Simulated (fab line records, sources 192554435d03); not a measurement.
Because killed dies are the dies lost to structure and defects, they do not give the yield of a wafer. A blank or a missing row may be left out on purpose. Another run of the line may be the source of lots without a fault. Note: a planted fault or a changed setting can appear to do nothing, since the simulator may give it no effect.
Matching of chambers / flow n5 finfet / rie diel-05 running N5_BEOL_M8_STRIP_36: 4 sister chambers
The step strips in N2/H2. 20 wafers are shown with their chamber, then 10 later ones without.

## EACH WAFER AND ITS CHAMBER
wafer=L075.1; chamber=2; throttle valve pct (%)=24.5; drypump motor current A (A)=5.85; showerhead plenum p Torr (Torr)=2.50
wafer=L075.2; chamber=3; throttle valve pct (%)=23.9; drypump motor current A (A)=5.28; showerhead plenum p Torr (Torr)=2.47
wafer=L075.3; chamber=0; throttle valve pct (%)=23.5; drypump motor current A (A)=5.83; showerhead plenum p Torr (Torr)=2.51
wafer=L075.4; chamber=1; throttle valve pct (%)=23.0; drypump motor current A (A)=5.82; showerhead plenum p Torr (Torr)=2.56
wafer=L075.5; chamber=3; throttle valve pct (%)=23.8; drypump motor current A (A)=5.28; showerhead plenum p Torr (Torr)=2.47
wafer=L075.6; chamber=2; throttle valve pct (%)=24.4; drypump motor current A (A)=5.85; showerhead plenum p Torr (Torr)=2.50
wafer=L077.1; chamber=1; throttle valve pct (%)=23.0; drypump motor current A (A)=5.83; showerhead plenum p Torr (Torr)=2.56
wafer=L077.3; chamber=3; throttle valve pct (%)=23.8; drypump motor current A (A)=5.32; showerhead plenum p Torr (Torr)=2.47
wafer=L077.5; chamber=3; throttle valve pct (%)=23.8; drypump motor current A (A)=5.31; showerhead plenum p Torr (Torr)=2.47
wafer=L078.1; chamber=0; throttle valve pct (%)=23.5; drypump motor current A (A)=5.83; showerhead plenum p Torr (Torr)=2.51
wafer=L078.2; chamber=1; throttle valve pct (%)=23.0; drypump motor current A (A)=5.87; showerhead plenum p Torr (Torr)=2.56
wafer=L078.3; chamber=2; throttle valve pct (%)=24.4; drypump motor current A (A)=5.85; showerhead plenum p Torr (Torr)=2.50
wafer=L078.4; chamber=3; throttle valve pct (%)=23.8; drypump motor current A (A)=5.30; showerhead plenum p Torr (Torr)=2.47
wafer=L078.5; chamber=3; throttle valve pct (%)=23.9; drypump motor current A (A)=5.28; showerhead plenum p Torr (Torr)=2.47
wafer=L078.6; chamber=2; throttle valve pct (%)=24.4; drypump motor current A (A)=5.87; showerhead plenum p Torr (Torr)=2.50
wafer=L086.1; chamber=0; throttle valve pct (%)=23.5; drypump motor current A (A)=5.82; showerhead plenum p Torr (Torr)=2.50
wafer=L086.2; chamber=2; throttle valve pct (%)=24.5; drypump motor current A (A)=5.85; showerhead plenum p Torr (Torr)=2.49
wafer=L086.3; chamber=3; throttle valve pct (%)=23.9; drypump motor current A (A)=5.30; showerhead plenum p Torr (Torr)=2.46
wafer=L086.4; chamber=2; throttle valve pct (%)=24.4; drypump motor current A (A)=5.86; showerhead plenum p Torr (Torr)=2.49
wafer=L086.5; chamber=3; throttle valve pct (%)=23.9; drypump motor current A (A)=5.29; showerhead plenum p Torr (Torr)=2.46

SIGNATURES, as means of the wafers listed above
reading=throttle valve pct; chamber 0=23.500; chamber 1=23.000; chamber 2=24.433; chamber 3=23.850; scatter within a chamber=0.0456
reading=drypump motor current A; chamber 0=5.8267; chamber 1=5.8400; chamber 2=5.8550; chamber 3=5.2950; scatter within a chamber=0.0146
reading=showerhead plenum p Torr; chamber 0=2.5067; chamber 1=2.5600; chamber 2=2.4967; chamber 3=2.4675; scatter within a chamber=0.00468
Rule: for a wafer and a chamber, the distance is found by dividing, reading by reading, the gap between the wafer's reading and the chamber's mean by the reading's scatter, squaring, summing and taking the root. The wafer belongs to the nearest chamber; if the next one is less than 2 further off, it can't be placed. The scatter: the root of (the sum of the squares of (reading less its chamber's mean) over the shown wafers, divided by (wafers less chambers)).

## WAFERS WHOSE CHAMBER IS MISSING
wafer=L086.6; throttle valve pct (%)=23.5; drypump motor current A (A)=5.81; showerhead plenum p Torr (Torr)=2.50
wafer=L089.1; throttle valve pct (%)=23.5; drypump motor current A (A)=5.78; showerhead plenum p Torr (Torr)=2.50
wafer=L089.2; throttle valve pct (%)=24.5; drypump motor current A (A)=5.86; showerhead plenum p Torr (Torr)=2.49
wafer=L089.3; throttle valve pct (%)=23.0; drypump motor current A (A)=5.86; showerhead plenum p Torr (Torr)=2.55
wafer=L089.4; throttle valve pct (%)=23.9; drypump motor current A (A)=5.28; showerhead plenum p Torr (Torr)=2.46
wafer=L089.5; throttle valve pct (%)=24.5; drypump motor current A (A)=5.85; showerhead plenum p Torr (Torr)=2.49
wafer=L089.6; throttle valve pct (%)=23.1; drypump motor current A (A)=5.85; showerhead plenum p Torr (Torr)=2.55
wafer=L093.3; throttle valve pct (%)=23.9; drypump motor current A (A)=5.29; showerhead plenum p Torr (Torr)=2.46
wafer=L093.4; throttle valve pct (%)=24.5; drypump motor current A (A)=5.86; showerhead plenum p Torr (Torr)=2.49
wafer=L093.5; throttle valve pct (%)=23.9; drypump motor current A (A)=5.29; showerhead plenum p Torr (Torr)=2.46

## WHICH CHAMBER EACH WENT THROUGH
wafer=L086.6; from the rows above=0; in truth=0
wafer=L089.1; from the rows above=0; in truth=0
wafer=L089.2; from the rows above=2; in truth=2
wafer=L089.3; from the rows above=1; in truth=1
wafer=L089.4; from the rows above=3; in truth=3
wafer=L089.5; from the rows above=2; in truth=2
wafer=L089.6; from the rows above=1; in truth=1
wafer=L093.3; from the rows above=3; in truth=3
wafer=L093.4; from the rows above=2; in truth=2
wafer=L093.5; from the rows above=3; in truth=3
Correct placement for 10 of the 10. Can't be placed from these rows: 0. Wrongly placed: 0.
